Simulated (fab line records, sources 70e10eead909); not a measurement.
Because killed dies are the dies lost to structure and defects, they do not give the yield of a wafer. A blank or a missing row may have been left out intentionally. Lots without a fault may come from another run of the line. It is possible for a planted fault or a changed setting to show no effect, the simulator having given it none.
fab line records	flow nand-harc
record: lots: 11	wafers: 33	last-day: 24
route steps=1159 shown P_M1@308 P_M2@326 END@1159
lots that met no fault: from a run of the same line without faults
start-h: hours from the record's first day to the start of the lot's first wafer shown	wait-h: how many hours have passed since the lot's step before this one	" same as the row above	L1.1+2: a single row standing in for several wafers	- no value, or no start was given	* or withheld: withheld	< > ~ a bound
route shown NAME@n: NAME is a module with steps in the file, n the number in the route of the first one	usual: mean and standard deviation over wafers with no fault	same: alike in all rows	chamber/n: place in a boat	sites: per-site readings	_std_site: the standard deviation of these	_edge_site: mean of outer sites minus mean of inner sites	radius-mm: how far each site lies from the wafer's centre	mask NAME#n: copy n	behind: tool/chamber where the wafer was last shaped	hold: cause of the lot's hold/its duration in hours/its outcome	device: which transistor (n, p or np) failed to switch	end of line: the tests these same wafers got at the end of their route	a step without rows: its recipe alone	killed: count of dies lost to structure and defects at first sort (not the wafer's yield)	map: the dies of a wafer, with x for killed, . for not killed, _ for no die there
set.NAME: the setting that was run; set.NAME@STEP: the one run at that earlier step	model.NAME: the simulator's own value behind a step, which no gauge read
steps of the route over a sample of lots; a table a step, a row a wafer
services: from which hour (start-h, from the record's first day; less than 0 if before it) a tool's chamber was out of use, for how many hours, and why
== steps ==
step: NHARC_P_M1_PVD_21
recipe: target-thk-a: 300	chamber-pressure-pa: 5	power-w: 5000	substrate-temp-c: 30	time-s: 20.49	material: Cu
usual: throttle-valve-pct: 30.3/0.83
lot.wafer	tool	chamber	start-h	wait-h	throttle-valve-pct
L704.3	pvd-sputter-01	-	-	-	31.0
L704.1	"	-	"	"	29.6
L704.6	"	-	"	"	29.4
L706.4	pvd-sputter-03	-	-	-	30.2
L706.2	"	-	"	"	30.8
L706.5	"	-	"	"	29.4
L705.2	pvd-sputter-02	-	-	-	29.4
L705.4	"	-	"	"	30.3
L705.6	"	-	"	"	30.4
L707.1	pvd-sputter-03	-	-	-	31.6
L707.4	"	-	"	"	30.4
L707.3	"	-	"	"	29.5
L709.2	pvd-sputter-02	-	-	-	29.3
L709.5	"	-	"	"	29.4
L709.6	"	-	"	"	30.6
L713.2	pvd-sputter-02	-	-	-	29.6
L713.1	"	-	"	"	30.6
L713.6	"	-	"	"	30.4
L714.3	pvd-sputter-03	-	-	-	31.1
L714.1	"	-	"	"	29.4
L714.6	"	-	"	"	30.2
L716.3	pvd-sputter-01	-	-	-	28.5
L716.4	"	-	"	"	30.5
L716.5	"	-	"	"	28.5
L718.3	pvd-sputter-01	-	-	-	28.5
L718.5	"	-	"	"	31.0
L718.6	"	-	"	"	29.8
L723.3	pvd-sputter-01	-	-	-	28.3
L723.1	"	-	"	"	30.8
L723.5	"	-	"	"	30.8
L725.1	pvd-sputter-03	-	-	-	29.5
L725.5	"	-	"	"	31.3
L725.6	"	-	"	"	31.1
step: NHARC_P_M1_INSPECT_27
usual: raw-defect-count: 321/120
lot.wafer	tool	chamber	start-h	wait-h	raw-defect-count
L704.1	defect-inspect-02	-	122.94	0.0	219
L704.3	"	-	"	"	362
L704.6	"	-	"	"	275
L706.2	defect-inspect-02	-	138.21	0.0	264
L706.4	"	-	"	"	394
L706.5	"	-	"	"	156
L705.2	defect-inspect-02	-	138.76	0.0	321
L705.4	"	-	"	"	470
L705.6	"	-	"	"	383
L707.1	defect-inspect-02	-	140.57	0.0	368
L707.3	"	-	"	"	498
L707.4	"	-	"	"	286
L709.2	defect-inspect-01	-	152.07	0.0	226
L709.5	"	-	"	"	830
L709.6	"	-	"	"	342
L713.1	defect-inspect-02	-	187.09	0.0	204
L713.2	"	-	"	"	174
L713.6	"	-	"	"	236
L714.1	defect-inspect-01	-	188.71	0.0	233
L714.3	"	-	"	"	287
L714.6	"	-	"	"	287
L716.3	defect-inspect-02	-	207.69	0.0	149
L716.4	"	-	"	"	222
L716.5	"	-	"	"	315
L718.3	defect-inspect-01	-	209.35	0.0	210
L718.5	"	-	"	"	274
L718.6	"	-	"	"	146
L723.1	defect-inspect-01	-	244.97	0.0	225
L723.3	"	-	"	"	254
L723.5	"	-	"	"	468
L725.1	defect-inspect-01	-	249.53	0.0	432
L725.5	"	-	"	"	258
L725.6	"	-	"	"	326
step: NHARC_P_M1_PRE_CLEAN_32
recipe: time-s: 12	temp-c: 370	rf-power-w: 300	gas: NH3
usual: heater-power-outer-w: 379/41	heater-power-w: 640/48	rf-fwd-power-W: 292.7/0.8	susceptor-temp-C: 370.00/0.21
lot.wafer	tool	chamber	start-h	wait-h	heater-power-outer-w	heater-power-w	rf-fwd-power-W	susceptor-temp-C
L704.3	pecvd-02	1	123.00	0.1	433	642	292.9	369.74
L704.1	"	2	"	"	385	648	292.5	370.23
L704.6	"	2	"	"	373	640	293.7	369.85
L706.2	pecvd-04	0	138.49	0.3	390	679	291.9	369.99
L706.5	"	0	"	"	397	690	292.6	370.32
L706.4	"	2	"	"	320	526	292.0	369.91
L705.2	pecvd-02	0	138.83	0.1	402	643	292.8	369.63
L705.4	"	0	"	"	406	626	293.7	369.69
L705.6	"	2	"	"	388	640	292.7	370.06
L707.1	pecvd-03	2	140.64	0.1	340	648	292.3	369.93
L707.3	"	1	"	"	391	657	293.1	370.05
L707.4	"	0	"	"	316	610	293.0	369.94
L709.2	pecvd-02	0	152.16	0.1	417	639	292.6	369.89
L709.6	"	1	"	"	427	631	292.5	369.80
L709.5	"	2	"	"	430	736	291.8	370.00
L713.2	pecvd-02	2	187.17	0.1	426	715	293.2	369.70
L713.1	"	0	"	"	471	736	292.7	369.70
L713.6	"	2	"	"	436	714	293.1	370.14
L714.1	pecvd-02	1	188.79	0.1	417	609	292.5	370.04
L714.3	"	2	"	"	340	606	292.4	369.97
L714.6	"	1	"	"	414	645	292.4	369.92
L716.3	pecvd-02	2	207.77	0.1	354	624	292.9	369.88
L716.5	"	2	"	"	353	618	292.8	369.50
L716.4	"	0	"	"	379	634	292.9	369.75
L718.3	pecvd-02	1	209.44	0.1	401	636	291.4	370.12
L718.6	"	2	"	"	436	715	292.3	370.36
L718.5	"	1	"	"	400	628	293.1	369.93
L723.3	pecvd-03	2	245.05	0.1	356	686	291.5	370.04
L723.1	"	0	"	"	301	576	292.6	369.93
L723.5	"	0	"	"	308	572	292.1	370.08
L725.1	pecvd-03	0	249.60	0.1	337	625	292.9	370.02
L725.6	"	0	"	"	338	640	293.4	370.08
L725.5	"	1	"	"	402	690	293.2	370.23
step: NHARC_P_M2_PEB_07
recipe: peb-temp-c: 100	peb-time-s: 65
usual: heater-power-total-W: 156.6/0.4	resist-line-temp-C: 23.00/0.098
lot.wafer	tool	chamber	start-h	wait-h	heater-power-total-W	resist-line-temp-C
L704.1	litho-track-04	0	124.23	0.1	157.1	22.87
L704.3	"	0	"	"	156.1	23.02
L704.6	"	0	"	"	156.1	23.07
L706.2	litho-track-01	0	139.77	0.1	157.2	22.91
L706.4	"	0	"	"	157.2	23.00
L706.5	"	0	"	"	157.1	23.07
L705.2	litho-track-01	0	140.05	0.1	157.1	23.02
L705.4	"	0	"	"	156.7	22.92
L705.6	"	0	"	"	156.8	22.93
L707.1	litho-track-06	0	141.86	0.1	156.4	22.94
L707.3	"	0	"	"	157.0	22.94
L707.4	"	0	"	"	157.1	22.86
L709.2	litho-track-04	0	153.24	0.1	156.8	23.06
L709.5	"	0	"	"	155.9	22.92
L709.6	"	0	"	"	157.1	23.02
L713.1	litho-track-04	0	188.28	0.1	167.7	23.01
L713.2	"	0	"	"	167.2	22.94
L713.6	"	0	"	"	167.5	22.84
L714.1	litho-track-06	0	190.02	0.1	156.6	23.05
L714.3	"	0	"	"	156.1	23.15
L714.6	"	0	"	"	156.0	23.02
L716.3	litho-track-04	0	209.01	0.1	167.8	22.93
L716.4	"	0	"	"	168.1	22.93
L716.5	"	0	"	"	167.1	22.96
L718.3	litho-track-06	0	210.54	0.0	156.8	23.10
L718.5	"	0	"	"	157.1	23.19
L718.6	"	0	"	"	156.5	23.12
L723.1	litho-track-06	0	246.25	0.1	156.4	23.01
L723.3	"	0	"	"	157.1	22.91
L723.5	"	0	"	"	156.2	22.98
L725.1	litho-track-06	0	250.98	0.1	157.0	22.99
L725.5	"	0	"	"	156.9	22.94
L725.6	"	0	"	"	157.0	23.08
step: NHARC_P_M2_CD_MEAS_09
recipe: target-cd-nm: 170	landing-energy-ev: 500
usual: cd-nm: 170.1/0.69
lot.wafer	tool	chamber	start-h	wait-h	hold	cd-nm
L704.1	cd-sem-03	0	124.31	-	-	171.0
L704.3	"	0	"	"	-	171.4
L704.6	"	0	"	"	-	170.2
L706.2	cd-sem-03	0	139.85	-	-	171.2
L706.4	"	0	"	"	-	170.9
L706.5	"	0	"	"	-	171.0
L705.2	cd-sem-02	0	140.13	-	-	171.2
L705.4	"	0	"	"	-	171.1
L705.6	"	0	"	"	-	171.6
L707.1	cd-sem-03	0	141.94	-	-	171.0
L707.3	"	0	"	"	-	170.6
L707.4	"	0	"	"	-	169.9
L709.2	cd-sem-03	0	153.32	-	-	169.9
L709.5	"	0	"	"	-	170.7
L709.6	"	0	"	"	-	170.0
L713.1	cd-sem-02	0	188.36	-	await-dispo/0.2h/release	166.3
L713.2	"	0	"	"	await-dispo/0.2h/release	167.0
L713.6	"	0	"	"	await-dispo/0.2h/release	166.1
L713.1	cd-sem-02	0	-	-	-	166.5
L713.2	"	0	"	"	-	166.8
L713.6	"	0	"	"	-	165.7
L714.1	cd-sem-01	0	190.10	-	-	170.6
L714.3	"	0	"	"	-	169.6
L714.6	"	0	"	"	-	170.0
L716.3	cd-sem-03	0	209.09	-	await-dispo/0.2h/release	166.3
L716.4	"	0	"	"	await-dispo/0.2h/release	165.8
L716.5	"	0	"	"	await-dispo/0.2h/release	165.8
L716.3	cd-sem-03	0	-	-	-	166.7
L716.4	"	0	"	"	-	165.8
L716.5	"	0	"	"	-	165.6
L718.3	cd-sem-02	0	210.62	-	-	169.7
L718.5	"	0	"	"	-	169.6
L718.6	"	0	"	"	-	169.4
L723.1	cd-sem-01	0	246.33	-	-	169.1
L723.3	"	0	"	"	-	169.2
L723.5	"	0	"	"	-	169.5
L725.1	cd-sem-03	0	251.06	-	-	169.3
L725.5	"	0	"	"	-	168.8
L725.6	"	0	"	"	-	170.2
step: NHARC_END_SORT_01
recipe: temp-c: 25
usual: defect-limited-yield: 95.6/1.4	killed-at-array: 26/9	killed-at-other: 0.8/1.2	killed-at-periphery: 3.2/2.3	killed-dies: 30/9.1	killed-open: 3.5/2	killed-short: 1.8/1.4	sort_bin_2_pct: 1.4/0.59	sort_bin_3_pct: 0.25/0.22	sort_bin_4_pct: 2.8/0.91	sort-n-pass: 647/9.1	sort-rim-yield-pct: 95.4/3	sort-yield-pct: 95.6/1.4
same: gross-dies: 677	sort_bin_5_pct[%]: 0	sort_bin_6_pct[%]: 0	sort_bin_7_pct[%]: 0	sort_bin_8_pct[%]: 0	sort-rim-n-gross: 106.00
lot.wafer	tool	chamber	start-h	wait-h	hold	defect-limited-yield[%]	killed-at-array	killed-at-other	killed-at-periphery	killed-dies	killed-open	killed-short	sort_bin_2_pct[%]	sort_bin_3_pct[%]	sort_bin_4_pct[%]	sort-n-pass	sort-rim-yield-pct[%]	sort-yield-pct[%]
L706.2	prober-01	0	455.42	2.8	-	95.7	25	1	3	29	3	2	1.2	0.15	3.0	648	97.2	95.7
L706.4	prober-01	0	457.03	3.4	-	96.6	20	0	3	23	6	3	1.2	0.15	2.1	654	98.1	96.6
L706.5	prober-01	0	457.84	3.7	-	97.2	17	0	2	19	1	1	0.4	0	2.4	658	100.0	97.2
L713.1	prober-01	0	491.29	2.5	-	96.0	24	1	2	27	1	2	1.3	0	2.7	650	92.5	96.0
L713.2	prober-01	0	492.09	2.8	-	96.0	17	4	6	27	6	2	1.8	0	2.2	650	94.3	96.0
L713.6	prober-01	0	495.32	4.0	-	96.3	22	1	2	25	3	2	1.5	0.15	2.1	652	95.3	96.3
L718.3	prober-02	0	532.45	3.1	-	97.5	15	0	2	17	7	2	0.4	0	2.1	660	98.1	97.5
L718.5	prober-02	0	534.07	3.7	-	97.8	9	0	6	15	1	2	1.0	0.15	1.0	662	99.1	97.8
L718.6	prober-02	0	534.88	4.1	-	97.6	13	1	2	16	2	3	0.4	0.30	1.6	661	97.2	97.6
L716.3	prober-01	0	537.64	3.1	await-dispo/2.9h/release	94.5	36	0	1	37	3	2	2.2	0	3.2	640	96.2	94.5
L716.4	prober-01	0	538.44	3.4	await-dispo/2.9h/release	93.2	45	0	1	46	2	4	2.1	0.30	4.4	631	91.5	93.2
L716.5	prober-01	0	539.25	3.7	await-dispo/2.9h/release	93.9	41	0	0	41	2	2	1.8	0.74	3.5	636	93.4	93.9
killed by level:class
L706.2 A_CHANNEL_HOLE_D1:chamber-film-flake=13 A_WL_FILL:chamber-film-flake=4 A_STAIRCASE:chamber-film-flake=3 P_M1:geometric-particle:open=1 A_CHANNEL_FILL_D1:geometric-particle:short=1 A_WL_FILL:geometric-particle:short=1 A_CONTACT:geometric-particle:open=1 A_BLC:geometric-particle:open=1
L706.4 A_CHANNEL_HOLE_D1:chamber-film-flake=7 A_CONTACT:geometric-particle:open=4 A_WL_FILL:chamber-film-flake=3 A_STAIRCASE:chamber-film-flake=2 P_CONTACT:geometric-particle:open=1 P_CONTACT:geometric-particle:short=1 P_M0:geometric-particle:short=1 A_WL_FILL:geometric-particle:short=1
L706.5 A_CHANNEL_HOLE_D1:chamber-film-flake=10 A_WL_FILL:geometric-particle:short=1 A_M1:geometric-particle:open=1 P_STI:chamber-film-flake=1 P_GATE:chamber-film-flake=1 A_STAIRCASE:chamber-film-flake=1 A_SGD_CUT:chamber-film-flake=1 A_SLIT:chamber-film-flake=1
L713.1 A_SLIT:chamber-film-flake=14 A_STAIRCASE:chamber-film-flake=4 A_CONTACT:chamber-film-flake=2 P_M0:geometric-particle:open=1 P_M1:geometric-particle:short=1 A_ONON_D1:geometric-particle:short=1 A_ZERO_WELL:chamber-film-flake=1 A_CHANNEL_HOLE_D1:chamber-film-flake=1
L713.2 A_SLIT:chamber-film-flake=8 THIN_TSV:chamber-film-flake=4 A_CONTACT:chamber-film-flake=3 P_CONTACT:geometric-particle:short=2 P_M0:geometric-particle:open=2 A_STAIRCASE:chamber-film-flake=2 P_CONTACT:geometric-particle:open=1 P_M2:geometric-particle:open=1
L713.6 A_SLIT:chamber-film-flake=9 A_STAIRCASE:chamber-film-flake=3 P_CONTACT:geometric-particle:open=2 A_CONTACT:chamber-film-flake=2 A_CHANNEL_HOLE_D1:chamber-film-flake=2 A_WL_FILL:chamber-film-flake=2 A_CONTACT:geometric-particle:open=1 A_CONTACT:geometric-particle:short=1
L718.3 A_STAIRCASE:chamber-film-flake=3 A_ZERO_WELL:chamber-film-flake=2 A_CONTACT:chamber-film-flake=2 P_GATE:geometric-particle:open=1 P_M0:geometric-particle:open=1 A_CHANNEL_HOLE_D1:geometric-particle:open=1 A_CHANNEL_FILL_D1:geometric-particle:short=1 A_CHANNEL_FILL_D1:geometric-particle:open=1
L718.5 A_CHANNEL_HOLE_D1:chamber-film-flake=3 P_GATE:chamber-film-flake=2 A_CONTACT:chamber-film-flake=2 P_M0:geometric-particle:open=1 P_M0:geometric-particle:short=1 A_M0:geometric-particle:short=1 P_ZERO_WELL:chamber-film-flake=1 P_M0:chamber-film-flake=1
L718.6 A_STAIRCASE:chamber-film-flake=3 A_CHANNEL_HOLE_D1:chamber-film-flake=2 A_CONTACT:chamber-film-flake=2 A_CHANNEL_FILL_D1:geometric-particle:short=1 A_SGD_CUT:geometric-particle:short=1 A_WL_FILL:geometric-particle:open=1 A_M0:geometric-particle:open=1 P_GATE:chamber-film-flake=1
L716.3 A_CHANNEL_HOLE_D1:chamber-film-flake=13 A_SLIT:chamber-film-flake=12 A_CONTACT:chamber-film-flake=5 P_CONTACT:geometric-particle:open=1 A_ONON_D1:geometric-particle:short=1 A_ONON_D1:geometric-particle:open=1 A_WL_FILL:geometric-particle:short=1 A_CONTACT:geometric-particle:open=1
L716.4 A_CHANNEL_HOLE_D1:chamber-film-flake=18 A_SLIT:chamber-film-flake=14 A_CONTACT:chamber-film-flake=5 P_CONTACT:geometric-particle:open=1 A_SOURCE_PLATE:geometric-particle:short=1 A_CHANNEL_FILL_D1:geometric-particle:short=1 A_WL_FILL:geometric-particle:short=1 A_CONTACT:geometric-particle:short=1
L716.5 A_CHANNEL_HOLE_D1:chamber-film-flake=15 A_SLIT:chamber-film-flake=13 A_CONTACT:chamber-film-flake=4 A_CHANNEL_FILL_D1:chamber-film-flake=3 A_STAIRCASE:chamber-film-flake=2 A_SOURCE_PLATE:geometric-particle:short=1 A_ONON_D1:geometric-particle:short=1 A_CONTACT:geometric-particle:open=1
== services ==
tool	chamber	start-h	hours	kind
pvd-sputter-03	-	106.96	10.0	pm
pecvd-03	-	111.00	13.0	pm
pecvd-03	0	111.00	13.0	vent-cycle
pecvd-03	1	111.00	13.0	vent-cycle
pecvd-03	2	111.00	13.0	vent-cycle
litho-track-06	-	117.00	7.0	pm
pecvd-03	0	124.00	-	clean
pecvd-03	1	124.00	-	clean
pecvd-03	2	124.00	-	clean
litho-track-04	-	141.00	7.0	pm
pecvd-02	-	153.27	13.0	pm
pecvd-02	0	153.27	13.0	vent-cycle
pecvd-02	1	153.27	13.0	vent-cycle
pecvd-02	2	153.27	13.2	vent-cycle
pvd-sputter-01	-	160.94	10.0	pm
pecvd-03	-	161.67	3.3	repair
pecvd-02	0	166.27	-	clean
pecvd-02	1	166.27	-	clean
pecvd-04	-	179.92	1.1	repair
pecvd-02	-	190.50	2.5	repair
pecvd-04	-	195.32	13.0	pm
pvd-sputter-02	-	214.00	10.0	pm
pecvd-02	-	233.78	0.5	repair
pecvd-02	1	247.97	14.3	repair
== key ==
first-sign: step: NHARC_P_M2_PEB_07	reading: heater-power-total-W	direction: up	sigmas: 27	usual: *	struck: *
effect: step: NHARC_P_M2_CD_MEAS_09	reading: visit	direction: added
effect: step: NHARC_P_M2_CD_MEAS_09	reading: cd-nm	direction: down	sigmas: 5.6	usual: 170.1	struck: 166.2
met-at NHARC_P_M2_PEB_07
struck-lots L713,L716
not-acting-at NHARC_P_M1_PVD_21,NHARC_P_M1_INSPECT_27,NHARC_P_M1_PRE_CLEAN_32
onset-between 153.24 188.28
fault: kind: process-parameter-drift	tool: litho-track-04	chamber: -	onset-h: 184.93	steps: NHARC_P_M2_PEB_07	channel: peb-time-s	offset: *	shape: step	end-h: 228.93	acts-in: *	stated: *
